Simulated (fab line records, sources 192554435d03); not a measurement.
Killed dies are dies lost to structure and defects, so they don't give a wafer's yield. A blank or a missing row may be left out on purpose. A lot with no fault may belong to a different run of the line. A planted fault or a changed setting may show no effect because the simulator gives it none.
What tool caused it?    flow n5-finfet    Sampling: 24 lots, 72 wafers, 4 of 1938 route steps

WHAT EACH GAUGE READ, for each wafer
N5_BEOL_M0_SAQP_CD_MEAS_40 targets a cd of 30 nm.
lot   measured      on         cd-nm (nm)
L074  day 5 12:25   cd-sem-01  30.00 30.06 29.81
L075  day 6 09:17   cd-sem-03  30.00 30.28 29.51
L076  day 6 13:09   cd-sem-02  29.91 30.13 30.41
L077  day 6 15:13   cd-sem-01  30.18 30.12 30.16
L078  day 6 16:16   cd-sem-01  29.80 30.09 30.46
L079  day 7 01:41   cd-sem-02  29.72 30.14 29.88
L080  day 7 09:02   cd-sem-03  29.92 30.36 30.50
L081  day 7 15:36   cd-sem-02  30.27 29.73 30.04
L082  day 7 16:28   cd-sem-01  29.93 29.69 29.75
L083  day 7 21:43   cd-sem-03  29.72 30.01 30.11
L084  day 8 02:37   cd-sem-03  29.49 30.01 29.95
L085  day 8 14:10   cd-sem-02  30.13 29.94 30.00
L086  day 8 20:25   cd-sem-03  29.77 29.58 29.67
L087  day 9 03:05   cd-sem-03  30.28 29.70 30.02
L088  day 9 10:40   cd-sem-03  30.32 30.38 29.86
L089  day 9 14:25   cd-sem-02  30.02 30.01 30.13
L090  day 9 19:36   cd-sem-02  29.92 29.67 30.06
L091  day 10 02:17  cd-sem-03  30.03 29.86 29.59
L092  day 10 05:26  cd-sem-01  29.94 29.77 30.21
L093  day 10 09:13  cd-sem-02  30.36 30.28 30.37
L094  day 10 13:38  cd-sem-01  29.55 29.53 29.79
L095  day 10 19:10  cd-sem-02  29.67 29.86 29.73
L096  day 11 04:23  cd-sem-03  30.03 29.88 30.21
L097  day 11 14:23  cd-sem-03  29.56 30.02 30.22

N5_BEOL_M0_CUTY_OVL_MEAS_58.
lot   measured      on          M0_ABLK_OVL (nm)
L074  day 5 14:49   overlay-01  -0.6 -1.8 -0.9
L075  day 6 12:38   overlay-01  0.1 -0.8 -0.8
L076  day 6 14:46   overlay-01  -1.3 -0.8 -2.6
L077  day 6 16:46   overlay-01  0.6 0.5 -0.5
L078  day 6 18:04   overlay-01  0.0 -0.4 -0.1
L079  day 7 03:09   overlay-01  -1.3 -1.1 -0.7
L080  day 7 10:22   overlay-02  0.5 -1.0 0.1
L081  day 7 17:14   overlay-02  0.1 -0.6 0.3
L082  day 7 18:07   overlay-02  -0.7 -0.2 -0.4
L083  day 7 23:28   overlay-02  -0.7 -1.4 -0.7
L084  day 8 04:25   overlay-01  -0.5 0.3 -0.6
L085  day 8 16:07   overlay-01  -0.2 0.8 -0.5
L086  day 8 22:28   overlay-01  -2.1 -0.5 -1.1
L087  day 9 04:39   overlay-02  0.8 0.7 0.3
L088  day 9 12:21   overlay-02  0.0 -0.5 -0.8
L089  day 9 16:03   overlay-01  -0.5 0.2 0.4
L090  day 9 21:04   overlay-02  -1.7 -1.7 -1.6
L091  day 10 03:45  overlay-01  0.2 -0.6 -0.5
L092  day 10 07:04  overlay-02  -0.4 -0.2 -1.0
L093  day 10 10:53  overlay-01  -0.9 -0.3 -0.1
L094  day 10 15:19  overlay-02  0.7 0.8 1.3
L095  day 10 21:01  overlay-02  -0.1 0.1 -0.8
L096  day 11 06:04  overlay-01  1.0 0.4 0.6
L097  day 11 15:46  overlay-01  0.7 0.1 -0.2

EACH LOT AND THE TOOL THAT RAN IT (in order: tool; ch and the chambers of the sampled wafers; start)
lot   N5_BEOL_M0_SAQP_STRIP_108           N5_BEOL_M0_SAQP_ETCH_88
L074  rie-diel-02 ch 0,1,2, day 5 11:10   rie-diel-02 ch 0,1, day 5 12:49
L075  rie-diel-03 ch 1,2,3, day 6 07:58   rie-diel-02 ch 0,2, day 6 09:59
L076  rie-diel-02 ch 0,1, day 6 09:54     rie-diel-02 ch 0,2, day 6 13:29
L077  rie-diel-03 ch 0,1,3, day 6 13:50   rie-diel-06 ch 0,1, day 6 15:22
L078  rie-diel-03 ch 0,1,2, day 6 14:41   rie-diel-02 ch 0,2, day 6 16:25
L079  rie-diel-03 ch 1,2, day 7 00:16     rie-diel-03 ch 2,3, day 7 01:50
L080  rie-diel-06 ch 0,3, day 7 07:39     rie-diel-03 ch 1,2,3, day 7 09:11
L081  rie-diel-02 ch 0,1,2, day 7 14:20   rie-diel-02 ch 1,2,3, day 7 16:03
L082  rie-diel-03 ch 0,2, day 7 15:05     rie-diel-02 ch 0,1,2, day 7 16:37
L083  rie-diel-03 ch 1,2,3, day 7 20:20   rie-diel-03 ch 1,2, day 7 21:53
L084  rie-diel-03 ch 0,1,3, day 8 01:21   rie-diel-03 ch 2,3, day 8 02:46
L085  rie-diel-06 ch 0,1,3, day 8 11:02   rie-diel-03 ch 0,1,2, day 8 14:37
L086  rie-diel-03 ch 0,1,2, day 8 17:18   rie-diel-02 ch 0,3, day 8 21:00
L087  rie-diel-03 ch 0,1, day 9 01:49     rie-diel-06 ch 0,1,3, day 9 03:15
L088  rie-diel-02 ch 1,2, day 9 09:24     rie-diel-02 ch 1,2, day 9 10:49
L089  rie-diel-02 ch 1,3, day 9 13:01     rie-diel-02 ch 1,3, day 9 14:34
L090  rie-diel-06 ch 1,2,3, day 9 18:13   rie-diel-03 ch 0,1,3, day 9 19:46
L091  rie-diel-03 ch 0,2,3, day 10 00:36  rie-diel-06 ch 1,2,3, day 10 02:26
L092  rie-diel-03 ch 1,2, day 10 04:08    rie-diel-03 ch 0,1,2, day 10 05:35
L093  rie-diel-03 ch 1,2,3, day 10 07:57  rie-diel-03 ch 0,1,3, day 10 09:35
L094  rie-diel-03 ch 1,2,3, day 10 12:16  rie-diel-06 ch 2,3, day 10 14:01
L095  rie-diel-03 ch 2,3, day 10 17:51    rie-diel-06 ch 2,3, day 10 19:20
L096  rie-diel-02 ch 1,3, day 11 03:04    rie-diel-06 ch 0,1,2, day 11 04:32
L097  rie-diel-06 ch 1,2,3, day 11 13:05  rie-diel-06 ch 0,1, day 11 14:33
- N5_BEOL_M0_SAQP_STRIP_108: strips in N2/H2.
- N5_BEOL_M0_SAQP_ETCH_88: etches underlayer in N2/H2, target depth 6.5 nm, time 5.2 s.

AS READ BY THE TOOLS THEMSELVES (means over the sampled wafers that have a number; for cases with no such wafer, the mark the record gives instead)
N5_BEOL_M0_SAQP_STRIP_108.
lot   tool         drypump-motor-current-A (A)  oes-product-au (a.u.)  rf-vpp-V (V)  showerhead-plenum-p-Torr (Torr)  throttle-valve-pct (%)
L074  rie-diel-02  6.2                          0.81                   122.4         3.43                             18.7
L075  rie-diel-03  5.6                          0.74                   121.5         3.36                             19.4
L076  rie-diel-02  6.1                          0.83                   122.0         3.54                             18.4
L077  rie-diel-03  6.0                          0.80                   122.0         3.37                             19.2
L078  rie-diel-03  6.0                          0.82                   122.1         3.36                             19.3
L079  rie-diel-03  5.5                          0.77                   121.9         3.34                             19.5
L080  rie-diel-06  5.9                          0.73                   121.7         3.39                             19.1
L081  rie-diel-02  6.2                          0.78                   123.0         3.42                             18.8
L082  rie-diel-03  5.8                          0.82                   121.3         3.27                             19.3
L083  rie-diel-03  5.5                          0.73                   122.5         3.35                             19.4
L084  rie-diel-03  6.0                          0.77                   122.1         3.37                             19.2
L085  rie-diel-06  6.0                          0.81                   122.3         3.42                             18.9
L086  rie-diel-03  5.9                          0.79                   121.4         3.34                             19.3
L087  rie-diel-03  6.4                          0.83                   122.0         3.36                             19.1
L088  rie-diel-02  6.2                          0.74                   121.8         3.40                             18.7
L089  rie-diel-02  6.1                          0.80                   122.3         3.52                             18.5
L090  rie-diel-06  5.8                          0.88                   123.1         3.45                             18.9
L091  rie-diel-03  5.8                          0.86                   121.6         3.28                             19.0
L092  rie-diel-03  5.7                          0.73                   121.5         3.41                             19.6
L093  rie-diel-03  5.5                          0.80                   122.0         3.34                             19.3
L094  rie-diel-03  5.6                          0.80                   122.3         3.34                             19.3
L095  rie-diel-03  5.4                          0.86                   120.9         3.28                             19.0
L096  rie-diel-02  6.0                          0.80                   122.4         3.51                             18.5
L097  rie-diel-06  5.7                          0.85                   122.5         3.44                             18.9

N5_BEOL_M0_SAQP_ETCH_88.
lot   tool         drypump-motor-current-A (A)  etch-rf-on-time-s (s)  oes-product-au (a.u.)  rf-vpp-V (V)  showerhead-plenum-p-Torr (Torr)  throttle-valve-pct (%)
L074  rie-diel-02  6.2                          5.12                   0.72                   526.5         2.69                             17.46
L075  rie-diel-02  6.1                          5.19                   0.68                   523.4         2.52                             17.95
L076  rie-diel-02  6.1                          5.15                   0.70                   526.2         2.60                             17.72
L077  rie-diel-06  6.0                          5.21                   0.66                   523.7         2.54                             17.81
L078  rie-diel-02  6.2                          5.22                   0.67                   523.9         2.52                             17.98
L079  rie-diel-03  5.3                          5.29                   0.60                   523.2         2.49                             18.14
L080  rie-diel-03  5.5                          5.30                   0.62                   524.4         2.54                             18.16
L081  rie-diel-02  6.0                          5.15                   0.71                   525.6         2.60                             17.78
L082  rie-diel-02  6.1                          5.11                   0.67                   526.7         2.59                             17.74
L083  rie-diel-03  5.5                          5.26                   0.64                   523.0         2.53                             18.14
L084  rie-diel-03  5.3                          5.29                   0.62                   522.7         2.47                             18.12
L085  rie-diel-03  5.9                          5.23                   0.68                   522.3         2.53                             18.03
L086  rie-diel-02  5.9                          5.11                   0.75                   528.7         2.69                             17.55
L087  rie-diel-06  6.0                          5.20                   0.69                   523.2         2.59                             17.73
L088  rie-diel-02  6.2                          5.22                   0.63                   523.8         2.57                             17.77
L089  rie-diel-02  5.8                          5.05                   0.75                   527.3         2.69                             17.60
L090  rie-diel-03  6.0                          5.11                   0.73                   521.9         2.55                             17.93
L091  rie-diel-06  5.7                          5.15                   0.75                   524.6         2.61                             17.65
L092  rie-diel-03  6.0                          5.24                   0.67                   523.1         2.53                             18.05
L093  rie-diel-03  6.0                          5.16                   0.72                   523.9         2.55                             17.92
L094  rie-diel-06  5.4                          5.18                   0.73                   527.1         2.60                             17.75
L095  rie-diel-06  5.4                          5.23                   0.72                   525.6         2.60                             17.75
L096  rie-diel-06  5.8                          5.19                   0.78                   524.2         2.55                             17.64
L097  rie-diel-06  6.0                          5.18                   0.81                   523.7         2.53                             17.59

THE ANSWER, worked out from the rows above alone
Rule: what is usual is taken from the lots themselves. The widest of any qualifying gaps counts: lots, ordered by their means at a reading, are off when they make up no more than a third of the lots, leave a main group of 4 or more, and stand apart from it by 3 or more times the standard deviation of that group's means. A main group is skipped when, at the precision printed for the reading in the tables above, its means are all equal. A lot without any number at a reading at which 4 lots or more have one is off too. The other lots that the step has rows for count as sound. The gauges are gone through in route order, then the tools' own readings, and for those a lot's mean is taken as printed above. The first step at which some lot is off is used, and at that step the reading that is off furthest; a lot without a number counts as furthest.
None of the lots is off at any reading shown; this tells nothing.

WHAT THE SIMULATOR HAD INSERTED
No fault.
